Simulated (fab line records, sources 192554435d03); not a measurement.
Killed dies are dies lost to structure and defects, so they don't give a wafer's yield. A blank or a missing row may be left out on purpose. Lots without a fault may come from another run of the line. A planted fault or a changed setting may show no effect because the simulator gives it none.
fab line records | flow n5_finfet
record lots=5 wafers=14 last_day=17
route steps=1938 shown ZERO_LAYER@12 WELL_APT@20 BEOL_M4@1111 PASSIVATION@1936
lots that met no fault: from a run of the same line without faults
start_h: hours from the record's first day to the start of the lot's first wafer shown | wait_h: hours since the lot's step before | " the same as in the row above | L1.1+2: a row that stands for several wafers | - no value, or no start given | * or withheld: withheld | < > ~ a bound
route shown NAME@n: a module of which the file shows steps, and the number in the route of the first | usual: mean/standard deviation of fault-free wafers | same: alike in all rows | chamber/n: place in a boat | sites: the reading at each site | _std_site: their standard deviation | _edge_site: outer sites' mean less inner sites' | radius_mm: how far each site lies from the wafer's centre | mask NAME#n: copy n | behind: the tool/chamber that last shaped the wafer | hold: why the lot was held/for how many hours/how that ended | device: the transistor (n, p or np) that didn't switch | end of line: the same wafers' tests at the end of the route | a step without rows: its recipe alone | killed: dies lost to structure and defects at the first sort, not the wafer's yield | map: a wafer's dies, x killed, . not, _ none there
set.NAME: the setting as run; set.NAME@STEP: as run at that earlier step | model.NAME: the simulator's own value behind a step, which no gauge read
lots at some steps of the route; a table a step, a row a wafer
services: from which hour (start_h, from the record's first day; less than 0 if before it) a tool's chamber was out of use, for how many hours, and why
## steps
# step N5_ZERO_LAYER_HARDBAKE_23
# recipe temp_c=130 time_s=120
# step N5_ZERO_LAYER_CD_MEAS_11
# recipe target_cd_nm=2000 landing_energy_ev=500 detector=se_inlens
# usual cd_nm=1999.7/3
# same landing_energy_ev=500
# columns lot.wafer tool chamber start_h wait_h cd_nm
L619.1 cd_sem-02 0 18.64 - 1999.3
L619.3 " 0 " " 1993.7
L619.5 " 0 " " 1999.1
L625.3 cd_sem-03 0 54.77 - 1999.6
L625.4 " 0 " " 1996.8
L625.6 " 0 " " 1997.2
L628.2 cd_sem-01 0 72.64 - 1999.2
L628.5 " 0 " " 1994.6
L634.1 cd_sem-03 0 108.77 - 1997.1
L634.3 " 0 " " 2000.4
L634.5 " 0 " " 1999.1
L641.2 cd_sem-02 0 150.77 - 2002.9
L641.4 " 0 " " 2000.6
L641.5 " 0 " " 1999.3
# step N5_ZERO_LAYER_DESCUM_16
# recipe chemistry=O2 time_s=7.9 source_power_w=50 bias_power_w=20 pressure_mtorr=20 rf_frequency_hz=2.712e+07 temp_c=40 o2_flow_sccm=225
# usual drypump_motor_current_A=5.7/0.34 oes_product_au=0.75/0.04 rf_vpp_V=243.0/1.2 showerhead_plenum_p_Torr=2.08/0.061 throttle_valve_pct=20.48/0.2
# columns lot.wafer tool chamber start_h wait_h drypump_motor_current_A oes_product_au rf_hours_counter_h rf_vpp_V showerhead_plenum_p_Torr throttle_valve_pct
L619.1 rie_diel-01 2 18.68 0.0 6.3 0.79 103 242.5 2.01 20.24
L619.3 " 3 " " 5.4 0.77 120 243.1 2.10 20.39
L619.5 " 2 " " 6.3 0.80 - 243.0 2.01 20.23
L625.3 rie_diel-02 1 55.28 0.5 5.8 0.69 244 244.0 2.07 20.48
L625.4 " 3 " " 5.4 0.87 49 243.9 2.11 19.85
L625.6 " 0 " " 6.2 0.76 - 242.7 2.05 20.50
L628.2 rie_diel-02 1 72.68 0.0 5.8 0.69 249 243.2 2.06 20.50
L628.5 " 3 " " 5.3 0.84 - 243.4 2.11 19.84
L634.1 rie_diel-03 1 108.82 0.1 6.3 0.77 147 245.2 2.15 20.58
L634.3 " 3 " " 5.8 0.74 169 241.7 2.01 20.48
L634.5 " 1 " " 6.3 0.77 - 244.1 2.15 20.60
L641.2 rie_diel-01 1 150.80 0.0 5.5 0.74 178 243.5 2.08 20.54
L641.4 " 2 " " 6.3 0.76 142 241.9 2.00 20.29
L641.5 " 2 " " 6.2 0.77 - 241.9 2.00 20.28
# step N5_ZERO_LAYER_ETCH_17
# recipe chemistry=CF4 target=SiO2 target_depth_a=120 time_s=13.3 ion_energy_ev=350 pressure_mtorr=40 source_w=450 bias_w=215 Ar_flow_sccm=100 cf4_flow_sccm=100
# usual bias_w=215.0/0.62 drypump_motor_current_A=5.7/0.34 oes_product_au=0.76/0.042 rf_vpp_V=948/3.8 showerhead_plenum_p_Torr=2.13/0.061 throttle_valve_pct=15.74/0.21
# columns lot.wafer tool chamber start_h wait_h bias_w drypump_motor_current_A oes_product_au rf_hours_counter_h rf_vpp_V showerhead_plenum_p_Torr throttle_valve_pct
L619.1 rie_diel-01 2 18.72 0.0 214.7 6.3 0.82 103 945 2.08 15.57
L619.3 " 3 " " 215.3 5.4 0.75 120 949 2.16 15.68
L619.5 " 2 " " 215.8 6.2 0.82 - 946 2.08 15.56
L625.3 rie_diel-02 1 55.31 0.0 214.9 5.8 0.68 244 946 2.12 15.91
L625.4 " 3 " " 214.3 5.4 0.85 49 952 2.15 15.10
L625.6 " 0 " " 214.7 6.3 0.75 - 948 2.16 16.04
L628.2 rie_diel-02 1 72.71 0.0 215.1 5.8 0.68 249 946 2.12 15.91
L628.5 " 3 " " 215.2 5.4 0.83 - 951 2.15 15.08
L634.1 rie_diel-03 1 108.86 0.0 215.6 6.2 0.78 147 955 2.24 15.98
L634.3 " 3 " " 215.1 5.7 0.76 169 942 2.05 15.65
L634.5 " 1 " " 214.7 6.3 0.78 - 954 2.24 15.98
L641.2 rie_diel-01 1 150.84 0.0 216.4 5.5 0.76 178 948 2.15 15.90
L641.4 " 2 " " 215.5 6.2 0.79 142 944 2.06 15.63
L641.5 " 2 " " 214.2 6.3 0.78 - 944 2.06 15.64
# step N5_ZERO_LAYER_ETCH_18
# recipe chemistry=HBr/Cl2 target=Si target_depth_a=1200 time_s=40 pressure_mtorr=10 icp_w=800 bias_w=75 HBr_flow_sccm=150 Cl2_flow_sccm=80
# usual HBr_flow_sccm=150.0/0.47 bias_w=75.02/0.22 drypump_motor_current_A=5.8/0.48 oes_product_au=1.006/0.015 throttle_valve_pct=36.3/0.39
# columns lot.wafer tool chamber start_h wait_h HBr_flow_sccm bias_w drypump_motor_current_A oes_product_au rf_hours_counter_h throttle_valve_pct
L619.1 rie_si-05 1 18.79 0.0 151.0 75.04 5.8 1.003 37 35.7
L619.3 " 0 " " 150.1 75.08 5.4 1.009 174 36.9
L619.5 " 0 " " 150.0 75.15 5.4 1.004 - 36.9
L625.3 rie_si-04 1 55.39 0.0 150.2 74.77 5.2 1.015 42 36.2
L625.4 " 3 " " 150.2 75.16 5.9 1.027 3 36.5
L625.6 " 1 " " 150.2 75.02 5.2 1.016 - 36.2
L628.2 rie_si-03 3 72.79 0.0 149.2 74.86 6.5 1.027 115 36.2
L628.5 " 0 " " 150.3 75.16 5.6 0.993 - 36.2
L634.1 rie_si-04 0 108.93 0.0 150.9 75.26 6.2 0.984 53 36.3
L634.3 " 1 " " 149.6 75.03 5.2 1.020 43 36.2
L634.5 " 1 " " 150.7 75.09 5.2 1.012 - 36.2
L641.2 rie_si-05 0 150.91 0.0 149.8 74.92 5.4 1.010 176 36.8
L641.4 " 3 " " 150.1 75.24 5.2 1.008 133 36.8
L641.5 " 1 " " 150.1 74.65 5.8 1.002 - 35.7
# step N5_ZERO_LAYER_STRIP_24
# recipe chemistry=O2 power_w=1000 temp_c=250 overash_fraction=0.3 pressure_mtorr=1000 o2_flow_sccm=6750
# usual drypump_motor_current_A=5.51/0.27 heater_power_w=330/19 oes_product_au=0.647/0.0048 strip_time_to_endpoint_s=43.85/0.094
# columns lot.wafer tool chamber start_h wait_h drypump_motor_current_A heater_power_w oes_product_au rf_hours_counter_h strip_time_to_endpoint_s
L619.1 plasma_asher-02 1 18.89 0.1 5.41 308 0.636 79 43.93
L619.3 " 0 " " 5.54 319 0.651 - 44.02
L619.5 " 1 " " 5.41 308 0.646 - 43.90
L625.3 plasma_asher-01 0 55.55 0.1 5.17 350 0.640 - 43.94
L625.4 " 1 " " 5.94 352 0.639 - 43.84
L625.6 " 1 " " 5.94 353 0.648 - 43.97
L628.2 plasma_asher-02 0 72.89 0.1 5.57 329 0.643 90 43.89
L628.5 " 1 " " 5.40 311 0.645 - 43.89
L634.1 plasma_asher-02 1 109.05 0.1 5.38 300 0.645 98 43.96
L634.3 " 1 " " 5.38 303 0.649 - 43.88
L634.5 " 0 " " 5.57 324 0.649 - 43.89
L641.2 plasma_asher-02 1 151.02 0.1 5.39 306 0.653 107 43.63
L641.4 " 1 " " 5.39 307 0.653 - 43.80
L641.5 " 1 " " 5.41 308 0.649 - 43.72
# step N5_ZERO_LAYER_STRIP_19
# recipe chemistry=SPM time_s=900 temp_c=130 h2so4_h2o2_vol_ratio=4 dry=ipa_marangoni
# step N5_ZERO_LAYER_INSPECT_20
# recipe inspect_instrument=darkfield mode=post_clean
# usual raw_defect_count=38/16
# columns lot.wafer tool chamber start_h wait_h raw_defect_count
L619.1 defect_inspect-02 - 19.28 0.0 42
L619.3 " - " " 34
L619.5 " - " " 64
L625.3 defect_inspect-02 - 55.89 0.0 44
L625.4 " - " " 45
L625.6 " - " " 45
L628.2 defect_inspect-02 - 73.26 0.0 53
L628.5 " - " " 34
L634.1 defect_inspect-01 - 109.41 0.0 25
L634.3 " - " " 14
L634.5 " - " " 38
L641.2 defect_inspect-02 - 151.38 0.0 59
L641.4 " - " " 30
L641.5 " - " " 58
# step N5_WELL_APT_HMDS_01
# recipe time_s=60 temp_c=120
# step N5_WELL_APT_COAT_02
# recipe spin_rpm=1357 resist_thk_nm=950
# step N5_WELL_APT_EBR_04
# recipe solvent=PGMEA ebr_width_mm=1.5
# step N5_WELL_APT_SOFTBAKE_03
# recipe temp_c=130 time_s=60
# step N5_WELL_APT_EXPOSE_05
# recipe mask_id=NWELL na=0.8 source_shape=conventional sigma_outer=0.8 polarization=unpolarized defocus_nm=0 target_cd_nm=200 dose_mj=20.3
# usual stage_vel_mm_s=500.05/0.26
# same sigma_outer=0.8
# columns lot.wafer tool chamber start_h wait_h mask stage_vel_mm_s
L619.1 krf_scanner-02 0 19.41 - NWELL#0 499.81
L619.3 " 0 " " NWELL#0 500.02
L619.5 " 0 " " NWELL#0 500.06
L625.3 krf_scanner-01 0 56.03 - NWELL#0 499.69
L625.4 " 0 " " NWELL#0 500.09
L625.6 " 0 " " NWELL#0 499.91
L628.2 krf_scanner-01 0 73.40 - NWELL#0 500.42
L628.5 " 0 " " NWELL#0 500.17
L634.1 krf_scanner-02 0 109.54 - NWELL#0 500.07
L634.3 " 0 " " NWELL#0 500.48
L634.5 " 0 " " NWELL#0 500.30
L641.2 krf_scanner-01 0 151.64 - NWELL#0 499.71
L641.4 " 0 " " NWELL#0 500.25
L641.5 " 0 " " NWELL#0 499.95
# step N5_WELL_APT_PEB_06
# recipe peb_temp_c=130 peb_time_s=90
# step N5_WELL_APT_DEVELOP_07
# recipe develop_time_s=45 rinse_liquid=surfactant_rinse dry=air_spin dev_temp_c=21
# step N5_WELL_APT_HARDBAKE_12
# recipe temp_c=130 time_s=120
# step N5_WELL_APT_CD_MEAS_08
# recipe target_cd_nm=200 landing_energy_ev=500 detector=se_inlens
# usual cd_nm=199.3/2.1
# same landing_energy_ev=500
# columns lot.wafer tool chamber start_h wait_h cd_nm
L619.1 cd_sem-03 0 19.58 - 199.9
L619.3 " 0 " " 199.2
L619.5 " 0 " " 197.9
L625.3 cd_sem-01 0 56.19 - 196.5
L625.4 " 0 " " 196.9
L625.6 " 0 " " 199.7
L628.2 cd_sem-01 0 73.57 - 194.0
L628.5 " 0 " " 191.7
L634.1 cd_sem-02 0 109.72 - 197.4
L634.3 " 0 " " 201.1
L634.5 " 0 " " 200.4
L641.2 cd_sem-01 0 151.81 - 197.4
L641.4 " 0 " " 196.3
L641.5 " 0 " " 200.1
# step N5_WELL_APT_OVL_MEAS_09
# recipe points_per_wafer=44
# usual NWELL_OVL=1/5.5
# columns lot.wafer tool chamber start_h wait_h NWELL_OVL[nm]
L619.1 overlay-01 0 19.61 0.0 -1
L619.3 " 0 " " 3
L619.5 " 0 " " -4
L625.3 overlay-01 0 56.22 0.0 3
L625.4 " 0 " " -4
L625.6 " 0 " " -6
L628.2 overlay-02 0 73.59 0.0 1
L628.5 " 0 " " 4
L634.1 overlay-01 0 109.75 0.0 4
L634.3 " 0 " " 2
L634.5 " 0 " " 0
L641.2 overlay-01 0 151.84 0.0 -3
L641.4 " 0 " " -8
L641.5 " 0 " " -2
# step N5_WELL_APT_INSPECT_10
# recipe mode=adi inspect_instrument=macro
# usual raw_defect_count=1.9/1.6
# columns lot.wafer tool chamber start_h wait_h raw_defect_count
L619.1 defect_inspect-02 - 19.63 0.0 1
L619.3 " - " " 1
L619.5 " - " " 2
L625.3 defect_inspect-01 - 56.25 0.0 1
L625.4 " - " " 3
L625.6 " - " " 4
L628.2 defect_inspect-02 - 73.62 0.0 4
L628.5 " - " " 4
L634.1 defect_inspect-01 - 109.77 0.0 0
L634.3 " - " " 2
L634.5 " - " " 3
L641.2 defect_inspect-02 - 151.86 0.0 2
L641.4 " - " " 2
L641.5 " - " " 1
# step N5_WELL_APT_DESCUM_13
# recipe chemistry=O2 time_s=7.9 source_power_w=50 bias_power_w=20 pressure_mtorr=20 rf_frequency_hz=2.712e+07 temp_c=40 o2_flow_sccm=225
# usual drypump_motor_current_A=5.8/0.4 oes_product_au=0.75/0.059 rf_vpp_V=243.6/1.3 showerhead_plenum_p_Torr=2.11/0.07 throttle_valve_pct=20.34/0.3
# columns lot.wafer tool chamber start_h wait_h drypump_motor_current_A oes_product_au rf_hours_counter_h rf_vpp_V showerhead_plenum_p_Torr throttle_valve_pct model.WELL_APT.cd_nm
L619.1 rie_diel-05 3 19.78 0.1 5.6 0.70 208 242.1 1.99 20.55 200.2
L619.3 " 1 " " 5.2 0.75 192 244.3 2.17 20.66 199.1
L619.5 " 1 " " 5.2 0.74 - 245.3 2.17 20.64 197.9
L625.3 rie_diel-06 1 56.50 0.2 6.1 0.71 181 242.9 2.09 20.43 196.3
L625.4 " 2 " " 6.1 0.78 134 245.3 2.18 19.87 196.9
L625.6 " 2 " " 6.1 0.78 - 244.9 2.18 19.89 199.9
L628.2 rie_diel-06 0 73.65 0.0 5.7 0.82 92 244.1 2.08 19.90 193.5
L628.5 " 1 " " 6.1 0.71 - 242.4 2.09 20.44 191.5
L634.1 rie_diel-06 3 109.80 0.0 5.8 0.76 165 243.7 2.05 20.33 197.4
L634.3 " 1 " " 6.2 0.70 201 244.1 2.09 20.47 200.9
L634.5 " 3 " " 5.8 0.76 - 243.2 2.05 20.33 200.3
L641.2 rie_diel-06 3 151.90 0.0 5.8 0.75 181 242.9 2.05 20.37 197.5
L641.4 " 0 " " 5.7 0.78 121 243.4 2.07 19.95 196.2
L641.5 " 2 " " 6.1 0.76 - 244.9 2.17 19.92 200.2
# step N5_WELL_APT_IMPLANT_14
# recipe species=P energy_kev=160 dose_cm2=1.5e+13 tilt_deg=0 rotation_deg=0
# step N5_BEOL_M4_RC_MEAS_101
# usual DIBL_N=37.5/2 DIBL_P=37.5/2.5 IOFF_N=0.18/0.042 IOFF_P=0.24/0.046 ION_N=677/15 ION_P=464/9.5 SS_N=72.0/0.76 SS_P=73.6/0.79 VT_N=249/3.5 VT_P=-249/3.2
# columns lot.wafer tool chamber start_h wait_h DIBL_N[mV/V] DIBL_P[mV/V] IOFF_N[nA/um] IOFF_P[nA/um] ION_N[uA/um] ION_P[uA/um] SS_N[mV/dec] SS_P[mV/dec] VT_N[mV] VT_P[mV]
L619.1 prober-02 0 170.03 0.0 38.2 37.0 0.22 0.22 669 454 73.4 73.9 248 -249
L619.3 " 0 " " 35.5 36.4 0.15 0.20 679 461 71.8 73.3 247 -250
L619.5 " 0 " " 34.5 35.1 0.14 0.18 682 463 70.9 73.0 250 -251
L625.3 prober-02 0 205.17 0.3 35.7 35.6 0.13 0.20 656 452 70.6 73.2 253 -251
L625.4 " 0 " " 36.2 35.5 0.14 0.21 676 466 70.7 72.8 252 -252
L625.6 " 0 " " 34.1 33.1 0.11 0.17 668 467 70.6 72.8 253 -253
L628.2 prober-01 0 225.04 0.2 40.0 42.0 0.24 0.31 682 461 72.6 75.7 247 -248
L628.5 " 0 " " 37.6 39.6 0.19 0.26 683 468 71.8 73.9 250 -248
L634.1 prober-02 0 253.38 0.0 37.7 36.9 0.17 0.22 665 458 71.9 73.0 252 -251
L634.3 " 0 " " 36.1 35.2 0.13 0.19 656 453 71.2 72.4 256 -253
L634.5 " 0 " " 38.3 38.4 0.19 0.23 703 482 71.4 73.3 246 -247
L641.2 prober-02 0 307.21 0.2 38.2 38.8 0.21 0.24 712 479 72.3 73.4 244 -250
L641.4 " 0 " " 34.5 35.0 0.14 0.19 678 470 70.9 72.2 249 -250
L641.5 " 0 " " 39.4 39.4 0.23 0.24 684 466 73.2 74.1 246 -249
# step N5_PASSIVATION_PROBE_49
# usual defect_limited_yield=91.8/1.5 killed_at_M0_to_M3=33/11 killed_at_M4_up=13/5 killed_at_contacts=11/5.6 killed_at_front_end=36/12 killed_at_other=3.4/2.5 killed_dies=97/18 killed_open=64/13 killed_short=31/6.9 sort_bin_5_function=4.8/1 sort_bin_6_memory=3.1/0.64 sort_bin_8_speed=0.00/0.014 sort_n_pass=1083/18 sort_yield_pct=91.8/1.5
# same gross_dies=1180 killed_at_back_side=0 sort_bin_4_leakage[%]=0
# columns lot.wafer tool chamber start_h wait_h defect_limited_yield[%] killed_at_M0_to_M3 killed_at_M4_up killed_at_contacts killed_at_front_end killed_at_other killed_dies killed_open killed_short sort_bin_5_function[%] sort_bin_6_memory[%] sort_bin_8_speed[%] sort_n_pass sort_yield_pct[%]
L619.1 prober-02 - 277.14 0.0 92.9 34 11 6 28 5 84 58 26 4.4 2.5 0 1096 92.9
L619.3 prober-02 - 277.24 0.1 94.6 19 16 6 22 1 64 45 17 2.6 2.5 0.08 1116 94.6
L619.5 prober-02 - 277.34 0.2 93.6 24 18 7 23 3 75 43 31 3.8 2.1 0 1105 93.6
L625.3 prober-02 - 311.93 0.1 92.5 28 6 1 42 11 88 42 36 4.6 2.5 0 1092 92.5
L625.4 prober-02 - 311.98 0.2 93.0 32 3 9 37 2 83 54 28 4.4 2.5 0 1097 93.0
L625.6 prober-02 - 312.08 0.3 93.8 23 9 11 29 1 73 42 31 3.0 2.5 0 1107 93.8
L628.2 prober-01 - 325.50 0.1 91.2 34 17 15 36 2 104 68 32 5.3 3.1 0 1076 91.2
L628.5 prober-01 - 325.65 0.2 90.4 36 17 18 41 1 113 68 43 5.7 3.3 0 1067 90.4
L634.1 prober-01 - 370.17 0.0 92.8 24 14 15 29 3 85 53 28 3.8 3.1 0 1095 92.8
L634.3 prober-01 - 370.27 0.1 92.7 30 17 8 30 1 86 52 31 4.7 2.6 0 1094 92.7
L634.5 prober-01 - 370.37 0.2 90.1 47 17 13 38 2 117 84 33 5.6 3.9 0 1063 90.1
L641.2 prober-01 - 409.50 0.1 92.1 29 14 9 30 11 93 60 32 5.0 2.7 0 1087 92.1
L641.4 prober-01 - 409.60 0.2 92.4 32 15 12 25 6 90 70 20 4.5 3.1 0 1090 92.4
L641.5 prober-01 - 409.65 0.2 91.8 44 10 8 32 3 97 63 34 4.5 3.6 0 1083 91.8
# killed by level:class
L619.1 BEOL_M1:geometric_particle:open=10 BEOL_M0_SAQP:geometric_particle:short=7 GATE_CUT:geometric_particle:short=6 BEOL_M0_SAQP:geometric_particle:open=6 FIN_SAQP:geometric_particle:short=5 BEOL_M2:geometric_particle:open=5 DUMMY_GATE:geometric_particle:open=4 MOL_CONTACT_COAG:geometric_particle:open=4
L619.3 BEOL_M4:geometric_particle:open=9 BEOL_M1:geometric_particle:open=7 GATE_CUT:geometric_particle:short=6 MOL_CONTACT_COAG:geometric_particle:open=6 BEOL_M2:geometric_particle:open=6 STARTING-WAFER:geometric_particle:short=4 STI_FIN_REVEAL:geometric_particle:open=3 GATE_CUT:geometric_particle:open=3
L619.5 BEOL_M4:geometric_particle:open=10 GATE_CUT:geometric_particle:short=8 BEOL_M3:geometric_particle:open=8 MOL_CONTACT_COAG:geometric_particle:open=7 BEOL_M0_SAQP:geometric_particle:open=4 BEOL_M1:geometric_particle:open=4 BEOL_M4:geometric_particle:short=4 STI_FIN_REVEAL:geometric_particle:open=3
L625.3 BEOL_M0_SAQP:geometric_particle:short=9 GATE_CUT:geometric_particle:open=7 PASSIVATION:area_etch=7 FIN_SAQP:geometric_particle:open=6 GATE_CUT:geometric_particle:short=6 BEOL_M0_SAQP:geometric_particle:open=5 BEOL_M1:geometric_particle:short=5 STI_FIN_REVEAL:geometric_particle:short=4
L625.4 BEOL_M0_SAQP:geometric_particle:short=11 MOL_CONTACT_COAG:geometric_particle:open=9 STI_FIN_REVEAL:geometric_particle:open=8 BEOL_M1:geometric_particle:open=8 GATE_CUT:geometric_particle:short=6 STARTING-WAFER:geometric_particle:open=5 FIN_SAQP:geometric_particle:open=4 GATE_CUT:geometric_particle:open=4
L625.6 GATE_CUT:geometric_particle:short=10 MOL_CONTACT_COAG:geometric_particle:open=8 GATE_CUT:geometric_particle:open=6 BEOL_M0_SAQP:geometric_particle:open=5 BEOL_M0_SAQP:geometric_particle:short=5 BEOL_M1:geometric_particle:open=4 MOL_CONTACT_COAG:geometric_particle:short=3 STARTING-WAFER:geometric_particle:open=3
L628.2 MOL_CONTACT_COAG:geometric_particle:open=12 FIN_SAQP:geometric_particle:open=11 BEOL_M0_SAQP:geometric_particle:open=8 BEOL_M0_SAQP:geometric_particle:short=7 BEOL_M2:geometric_particle:open=7 FIN_SAQP:geometric_particle:short=5 BEOL_M1:geometric_particle:open=5 BEOL_M5:geometric_particle:open=5
L628.5 STI_FIN_REVEAL:geometric_particle:open=14 MOL_CONTACT_COAG:geometric_particle:open=12 BEOL_M4:geometric_particle:open=11 BEOL_M0_SAQP:geometric_particle:short=10 BEOL_M3:geometric_particle:open=8 FIN_SAQP:geometric_particle:short=7 FIN_SAQP:geometric_particle:open=6 MOL_CONTACT_COAG:geometric_particle:short=6
L634.1 MOL_CONTACT_COAG:geometric_particle:open=12 FIN_SAQP:geometric_particle:short=7 STI_FIN_REVEAL:geometric_particle:open=6 BEOL_M4:geometric_particle:open=6 BEOL_M0_SAQP:geometric_particle:open=5 BEOL_M3:geometric_particle:open=5 BEOL_M0_SAQP:geometric_particle:short=4 FIN_SAQP:geometric_particle:open=3
L634.3 FIN_SAQP:geometric_particle:short=10 FIN_SAQP:geometric_particle:open=7 BEOL_M1:geometric_particle:open=7 MOL_CONTACT_COAG:geometric_particle:open=6 BEOL_M4:geometric_particle:open=6 BEOL_M2:geometric_particle:open=5 BEOL_M0_SAQP:geometric_particle:open=4 BEOL_M0:geometric_particle:open=4
L634.5 BEOL_M1:geometric_particle:open=15 MOL_CONTACT_COAG:geometric_particle:open=12 BEOL_M0_SAQP:geometric_particle:open=11 FIN_SAQP:geometric_particle:short=9 STI_FIN_REVEAL:geometric_particle:open=9 FIN_SAQP:geometric_particle:open=6 BEOL_M0_SAQP:geometric_particle:short=6 BEOL_M3:geometric_particle:open=5
L641.2 FIN_SAQP:geometric_particle:short=9 MOL_CONTACT_COAG:geometric_particle:open=7 BEOL_M0_SAQP:geometric_particle:short=7 BEOL_M2:geometric_particle:open=7 BEOL_M0_SAQP:geometric_particle:open=6 FIN_SAQP:geometric_particle:open=5 BEOL_M4:geometric_particle:open=5 BEOL_M5:geometric_particle:open=5
L641.4 MOL_CONTACT_COAG:geometric_particle:open=10 BEOL_M2:geometric_particle:open=10 FIN_SAQP:geometric_particle:open=6 BEOL_M5:geometric_particle:open=6 BEOL_M0_SAQP:geometric_particle:short=6 BEOL_M3:geometric_particle:open=5 STI_FIN_REVEAL:geometric_particle:open=4 BEOL_M0_SAQP:geometric_particle:open=4
L641.5 BEOL_M3:geometric_particle:open=13 BEOL_M0_SAQP:geometric_particle:short=9 FIN_SAQP:geometric_particle:open=8 FIN_SAQP:geometric_particle:short=8 MOL_CONTACT_COAG:geometric_particle:open=7 BEOL_M0_SAQP:geometric_particle:open=7 DUMMY_GATE:geometric_particle:open=5 BEOL_M2:geometric_particle:open=5
## services
# columns tool chamber start_h hours kind
rie_diel-05 2 -0.95 8.5 repair
krf_scanner-01 - 15.49 1.0 pm
krf_scanner-01 - 16.58 4.4 pm
rie_diel-05 - 32.25 0.4 repair
rie_diel-01 0 35.44 40.3 repair
krf_scanner-01 - 36.17 1.3 pm
krf_scanner-02 - 37.50 0.8 pm
rie_diel-01 3 44.23 9.5 repair
rie_diel-01 2 53.35 6.5 repair
rie_si-05 3 73.03 3.9 repair
rie_diel-06 1 80.31 8.1 repair
rie_si-05 1 80.74 5.6 repair
rie_diel-06 0 81.71 7.0 repair
rie_diel-06 3 86.99 2.4 repair
krf_scanner-02 - 88.00 1.3 pm
rie_diel-06 2 88.53 27.7 repair
rie_diel-01 2 96.68 7.6 repair
plasma_asher-01 - 109.99 14.6 pm
rie_si-05 2 112.34 13.8 repair
krf_scanner-02 - 114.49 3.6 pm
rie_si-04 2 124.03 6.9 repair
rie_si-05 2 128.32 15.2 repair
rie_diel-01 0 137.19 2.4 repair
krf_scanner-02 - 151.87 1.0 pm
## key
first_sign step=N5_WELL_APT_CD_MEAS_08 reading=cd_nm direction=down sigmas=3 usual=199.3 struck=192.9
effect none on later readings
model_effect step=N5_WELL_APT_DESCUM_13 value=WELL_APT.cd_nm without=197.5 struck=192.5
met_at N5_WELL_APT_EXPOSE_05
struck_wafers L628.2,L628.5
onset_between 56.03 73.40
also_fits N5_ZERO_LAYER_DESCUM_16:rie_diel-02,N5_ZERO_LAYER_ETCH_17:rie_diel-02,N5_ZERO_LAYER_ETCH_18:rie_si-03
fault kind=process_parameter_drift tool=krf_scanner-01 chamber=- onset_h=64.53 steps=N5_WELL_APT_EXPOSE_05 channel=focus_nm offset=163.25 shape=step end_h=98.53 scope=struck_wafers_only
